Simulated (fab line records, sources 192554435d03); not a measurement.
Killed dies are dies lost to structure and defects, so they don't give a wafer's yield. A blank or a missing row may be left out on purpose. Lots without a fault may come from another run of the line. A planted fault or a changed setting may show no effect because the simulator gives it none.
Which tool did it? | flow n5_finfet | 10 lots, 30 wafers sampled, at 5 steps of a route of 1938

WHAT THE GAUGES READ, wafer by wafer
N5_BEOL_M4_RC_MEAS_101. Usual: DIBL_N 36.5 mV/V, standard deviation 1.4; DIBL_P 36.5 mV/V, standard deviation 1.6; IOFF_N 0.163 nA/um, standard deviation 0.022; IOFF_P 0.219 nA/um, standard deviation 0.029; ION_N 675 uA/um, standard deviation 8.3; ION_P 464 uA/um, standard deviation 6.2; SS_N 71.5 mV/dec, standard deviation 0.52; SS_P 73.4 mV/dec, standard deviation 0.57; VT_N 249.7 mV, standard deviation 2.6; VT_P -250 mV, standard deviation 3.
lot  | measured     | on        | DIBL_N (mV/V)  | DIBL_P (mV/V)  | IOFF_N (nA/um)    | IOFF_P (nA/um)    | ION_N (uA/um) | ION_P (uA/um) | SS_N (mV/dec)  | SS_P (mV/dec)  | VT_N (mV)         | VT_P (mV)      | flag
L509 | day 7 20:59  | prober-02 | 35.8 38.3 36.7 | 35.3 37.5 37.0 | 0.140 0.177 0.152 | 0.185 0.224 0.201 | 661 671 670   | 459 462 465   | 71.2 72.1 71.2 | 72.5 73.1 72.9 | 250.8 248.6 249.0 | -250 -247 -249 |
L510 | day 8 03:10  | prober-01 | 38.3 36.7 36.8 | 37.0 34.9 34.5 | 0.170 0.139 0.136 | 0.252 0.215 0.199 | 673 661 669   | 472 462 468   | 71.9 71.2 70.9 | 73.3 73.9 73.2 | 252.2 254.3 253.8 | -249 -248 -249 |
L514 | day 9 09:45  | prober-02 | 35.2 37.9 36.1 | 34.1 36.5 35.4 | 0.142 0.191 0.153 | 0.178 0.215 0.193 | 667 691 671   | 462 463 459   | 71.2 72.1 71.2 | 73.3 73.6 73.2 | 253.4 248.8 251.1 | -255 -253 -253 |
L520 | day 10 15:59 | prober-02 | 35.2 36.1 38.4 | 36.0 36.6 39.9 | 0.148 0.172 0.212 | 0.232 0.246 0.302 | 675 668 682   | 468 468 472   | 70.5 71.4 71.5 | 72.0 72.3 73.9 | 250.1 247.9 244.5 | -248 -247 -244 |
L521 | day 11 08:19 | prober-02 | 35.3 36.1 35.1 | 34.8 35.7 34.3 | 0.152 0.169 0.143 | 0.225 0.241 0.211 | 682 677 679   | 475 469 467   | 71.4 71.4 71.5 | 72.7 73.3 72.6 | 248.2 247.0 249.3 | -247 -247 -250 |
L522 | day 11 06:36 | prober-01 | 34.8 35.3 36.8 | 35.5 36.7 38.5 | 0.147 0.165 0.186 | 0.234 0.258 0.295 | 664 683 668   | 466 474 473   | 71.8 72.0 73.2 | 73.1 73.3 73.8 | 249.3 247.6 245.2 | -247 -245 -242 |
L523 | day 11 18:43 | prober-02 | 34.4 35.7 35.8 | 35.2 37.0 36.9 | 0.136 0.159 0.158 | 0.204 0.217 0.223 | 666 682 670   | 464 461 466   | 71.6 71.2 71.7 | 73.7 73.5 73.5 | 253.6 253.2 249.6 | -250 -250 -249 |
L525 | day 11 22:12 | prober-02 | 35.7 33.7 35.3 | 36.0 32.7 35.5 | 0.149 0.110 0.152 | 0.210 0.162 0.212 | 663 665 682   | 454 457 468   | 70.7 70.4 71.2 | 72.8 72.7 73.4 | 249.4 255.0 249.5 | -250 -256 -247 |
L527 | day 12 19:00 | prober-01 | 37.9 38.4 39.1 | 38.8 39.5 39.8 | 0.177 0.187 0.197 | 0.227 0.243 0.247 | 684 682 685   | 464 465 468   | 71.6 71.8 71.8 | 73.8 74.3 74.1 | 247.7 247.3 247.4 | -250 -249 -246 |
L531 | day 13 22:22 | prober-02 | 35.7 33.3 35.0 | 37.9 34.6 36.6 | 0.170 0.127 0.151 | 0.230 0.184 0.217 | 681 675 675   | 472 467 465   | 72.5 71.0 71.1 | 73.4 72.6 73.3 | 250.1 252.1 250.0 | -248 -251 -249 |

WHICH TOOL RAN EACH LOT (tool, then ch and the chambers of the sampled wafers, then the start)
lot  | N5_BEOL_M1_SPUTTER_48        | N5_BEOL_M1_ANNEAL_80         | N5_BEOL_M1_SPUTTER_88        | N5_BEOL_M1_ANNEAL_91
L509 | pvd_sputter-02, day 6 09:13  | pvd_sputter-02, day 6 09:31  | pvd_sputter-02, day 6 10:05  | pvd_sputter-02, day 6 10:23
L510 | pvd_sputter-03, day 6 13:07  | pvd_sputter-03, day 6 13:25  | pvd_sputter-03, day 6 13:59  | pvd_sputter-03, day 6 14:17
L514 | pvd_sputter-02, day 7 18:24  | pvd_sputter-02, day 7 18:42  | pvd_sputter-02, day 7 19:17  | pvd_sputter-02, day 7 19:35
L520 | pvd_sputter-02, day 9 06:09  | pvd_sputter-02, day 9 06:27  | pvd_sputter-02, day 9 07:02  | pvd_sputter-02, day 9 07:20
L521 | pvd_sputter-01, day 9 13:02  | pvd_sputter-01, day 9 13:20  | pvd_sputter-01, day 9 13:55  | pvd_sputter-01, day 9 14:13
L522 | pvd_sputter-02, day 9 16:22  | pvd_sputter-02, day 9 16:40  | pvd_sputter-02, day 9 17:15  | pvd_sputter-02, day 9 17:33
L523 | pvd_sputter-03, day 9 21:56  | pvd_sputter-03, day 9 22:14  | pvd_sputter-03, day 9 22:49  | pvd_sputter-03, day 9 23:07
L525 | pvd_sputter-02, day 10 14:20 | pvd_sputter-02, day 10 14:38 | pvd_sputter-02, day 10 15:13 | pvd_sputter-02, day 10 15:31
L527 | pvd_sputter-02, day 10 22:43 | pvd_sputter-02, day 10 23:01 | pvd_sputter-02, day 10 23:35 | pvd_sputter-02, day 10 23:53
L531 | pvd_sputter-01, day 12 02:04 | pvd_sputter-01, day 12 02:22 | pvd_sputter-01, day 12 02:56 | pvd_sputter-01, day 12 03:14
- N5_BEOL_M1_SPUTTER_48: material Cu, target thk 4.5 nm, time 8.29 s.
- N5_BEOL_M1_ANNEAL_80: time 240 s.
- N5_BEOL_M1_SPUTTER_88: material Cu, target thk 4.5 nm, time 8.29 s.
- N5_BEOL_M1_ANNEAL_91: time 240 s.

WHAT THE TOOLS THEMSELVES READ (means of the sampled wafers that have a number; where no wafer has one, the mark that the record gives instead)
N5_BEOL_M1_SPUTTER_48. Usual: chuck_sensor_temp_C -15.6 C, standard deviation 0.61; throttle_valve_pct 30.5 %, standard deviation 0.41.
lot  | tool           | chuck_sensor_temp_C (C) | throttle_valve_pct (%) | flag
L509 | pvd_sputter-02 | -15.6                   | 30.7                   |
L510 | pvd_sputter-03 | -16.0                   | 30.0                   |
L514 | pvd_sputter-02 | -15.7                   | 30.6                   |
L520 | pvd_sputter-02 | -15.5                   | 30.4                   |
L521 | pvd_sputter-01 | -15.7                   | 30.7                   |
L522 | pvd_sputter-02 | -15.4                   | 30.8                   |
L523 | pvd_sputter-03 | -16.0                   | 30.2                   |
L525 | pvd_sputter-02 | -16.0                   | 30.4                   |
L527 | pvd_sputter-02 | -15.5                   | 30.7                   |
L531 | pvd_sputter-01 | -15.6                   | 30.4                   |

N5_BEOL_M1_ANNEAL_80. Usual: heater_power_w 839 W, standard deviation 92; susceptor_temp_C 399.99 C, standard deviation 0.22.
lot  | tool           | heater_power_w (W) | susceptor_temp_C (C) | flag
L509 | pvd_sputter-02 | 793                | 399.93               |
L510 | pvd_sputter-03 | 842                | 400.13               |
L514 | pvd_sputter-02 | 782                | 400.03               |
L520 | pvd_sputter-02 | -                  | -                    | OFF
L521 | pvd_sputter-01 | -                  | -                    | OFF
L522 | pvd_sputter-02 | -                  | -                    | OFF
L523 | pvd_sputter-03 | 906                | 399.99               |
L525 | pvd_sputter-02 | 733                | 399.94               |
L527 | pvd_sputter-02 | 867                | 400.12               |
L531 | pvd_sputter-01 | 878                | 399.78               |

N5_BEOL_M1_SPUTTER_88. Usual: chuck_sensor_temp_C -15.6 C, standard deviation 0.61; throttle_valve_pct 30.5 %, standard deviation 0.42.
lot  | tool           | chuck_sensor_temp_C (C) | throttle_valve_pct (%) | flag
L509 | pvd_sputter-02 | -15.6                   | 30.7                   |
L510 | pvd_sputter-03 | -15.9                   | 30.1                   |
L514 | pvd_sputter-02 | -15.7                   | 30.5                   |
L520 | pvd_sputter-02 | -15.6                   | 30.5                   |
L521 | pvd_sputter-01 | -15.7                   | 30.7                   |
L522 | pvd_sputter-02 | -15.3                   | 31.0                   |
L523 | pvd_sputter-03 | -16.0                   | 30.3                   |
L525 | pvd_sputter-02 | -16.1                   | 30.5                   |
L527 | pvd_sputter-02 | -15.4                   | 30.7                   |
L531 | pvd_sputter-01 | -15.6                   | 30.3                   |

N5_BEOL_M1_ANNEAL_91. Usual: heater_power_w 842 W, standard deviation 94; susceptor_temp_C 400.02 C, standard deviation 0.21.
lot  | tool           | heater_power_w (W) | susceptor_temp_C (C) | flag
L509 | pvd_sputter-02 | 788                | 400.12               |
L510 | pvd_sputter-03 | 843                | 400.03               |
L514 | pvd_sputter-02 | 784                | 400.17               |
L520 | pvd_sputter-02 | 814                | 399.99               |
L521 | pvd_sputter-01 | 840                | 399.97               |
L522 | pvd_sputter-02 | 859                | 399.99               |
L523 | pvd_sputter-03 | 893                | 399.94               |
L525 | pvd_sputter-02 | 739                | 400.06               |
L527 | pvd_sputter-02 | 871                | 399.97               |
L531 | pvd_sputter-01 | 885                | 399.93               |

THE ANSWER, worked out from the rows above alone
Rule: a lot is off if the mean of its wafers that have a number lies more than 3 standard deviations from the usual mean. A lot without any number at a reading at which 4 lots or more have one is off too. The other lots that the step has rows for count as sound. The gauges are gone through in route order, then the tools' own readings, and for those a lot's mean is taken as printed above. The first step at which some lot is off is used, and at that step the reading that is off furthest; a lot without a number counts as furthest.
Off: L520, L521, L522, at N5_BEOL_M1_ANNEAL_80 (heater_power_w). Without a number there: L520, L521, L522.
A tool fits if, at that step or a process step before it, it ran every lot that is off, and no sound lot after the first of them. None of those tried fits.

WHAT THE SIMULATOR HAD PUT IN
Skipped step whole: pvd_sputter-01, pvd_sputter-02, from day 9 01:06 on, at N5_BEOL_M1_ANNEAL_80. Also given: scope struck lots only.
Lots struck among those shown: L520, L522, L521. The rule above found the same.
